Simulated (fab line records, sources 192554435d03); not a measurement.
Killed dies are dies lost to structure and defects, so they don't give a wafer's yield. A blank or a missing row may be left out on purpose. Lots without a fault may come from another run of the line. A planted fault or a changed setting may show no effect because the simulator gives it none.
Chamber matching | flow n5_finfet | N5_BEOL_M10_ETCH_65 on rie_diel-05: 4 sister chambers
The step etches SiARC in CF4, target depth 39 nm, time 65 s. 18 wafers are shown with their chamber, then 9 later ones without.

WAFERS WITH THEIR CHAMBER
wafer  | chamber | showerhead_plenum_p_Torr (Torr) | throttle_valve_pct (%) | drypump_motor_current_A (A)
L079.1 | 2       | 2.27                            | 15.45                  | 5.6
L079.4 | 0       | 2.09                            | 15.22                  | 5.9
L079.6 | 2       | 2.27                            | 15.44                  | 5.5
L077.1 | 1       | 2.16                            | 15.89                  | 5.2
L077.3 | 3       | 2.20                            | 15.78                  | 4.8
L077.6 | 0       | 2.09                            | 15.23                  | 5.9
L078.1 | 0       | 2.09                            | 15.26                  | 5.9
L078.4 | 2       | 2.27                            | 15.45                  | 5.6
L078.5 | 1       | 2.16                            | 15.89                  | 5.2
L081.1 | 3       | 2.20                            | 15.79                  | 4.9
L081.2 | 0       | 2.09                            | 15.26                  | 5.9
L081.5 | 1       | 2.16                            | 15.88                  | 5.2
L085.2 | 3       | 2.20                            | 15.81                  | 4.9
L085.4 | 0       | 2.08                            | 15.27                  | 5.9
L085.6 | 0       | 2.08                            | 15.26                  | 5.9
L088.1 | 3       | 2.20                            | 15.81                  | 4.9
L088.4 | 1       | 2.16                            | 15.91                  | 5.2
L088.6 | 2       | 2.26                            | 15.48                  | 5.5

SIGNATURES (means of the wafers above)
reading                  | chamber 0 | chamber 1 | chamber 2 | chamber 3 | scatter within a chamber
showerhead_plenum_p_Torr | 2.0867    | 2.1600    | 2.2675    | 2.2000    | 0.00386
throttle_valve_pct       | 15.2500   | 15.8925   | 15.4550   | 15.7975   | 0.017
drypump_motor_current_A  | 5.900     | 5.200     | 5.550     | 4.875     | 0.0354
Rule: a wafer's distance from a chamber is the root of the sum, over the readings, of the square of ((its reading less the chamber's mean) divided by the reading's scatter). The wafer belongs to the nearest chamber; if the next one is less than 2 further off, it can't be placed. The scatter: the root of (the sum of the squares of (reading less its chamber's mean) over the shown wafers, divided by (wafers less chambers)).

WAFERS WITHOUT THEIR CHAMBER
wafer  | showerhead_plenum_p_Torr (Torr) | throttle_valve_pct (%) | drypump_motor_current_A (A)
L091.2 | 2.08                            | 15.30                  | 5.9
L091.4 | 2.15                            | 15.95                  | 5.2
L091.6 | 2.26                            | 15.54                  | 5.6
L094.1 | 2.08                            | 15.30                  | 5.9
L094.3 | 2.15                            | 15.95                  | 5.2
L094.4 | 2.08                            | 15.29                  | 5.9
L096.3 | 2.08                            | 15.32                  | 5.9
L096.4 | 2.19                            | 15.34                  | 4.9
L096.5 | 2.19                            | 15.37                  | 4.8

WHICH CHAMBER EACH WENT THROUGH
wafer  | from the rows above     | in truth
L091.2 | 0                       | 0
L091.4 | 1                       | 1
L091.6 | 2                       | 2
L094.1 | 0                       | 0
L094.3 | 1                       | 1
L094.4 | 0                       | 0
L096.3 | 0                       | 0
L096.4 | can't be placed: 3 or 2 | 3
L096.5 | 3                       | 3
Placed correctly: 8 of 9. Can't be placed from these rows: 1 (the true chamber is among the candidates in 1). Placed wrongly: 0.
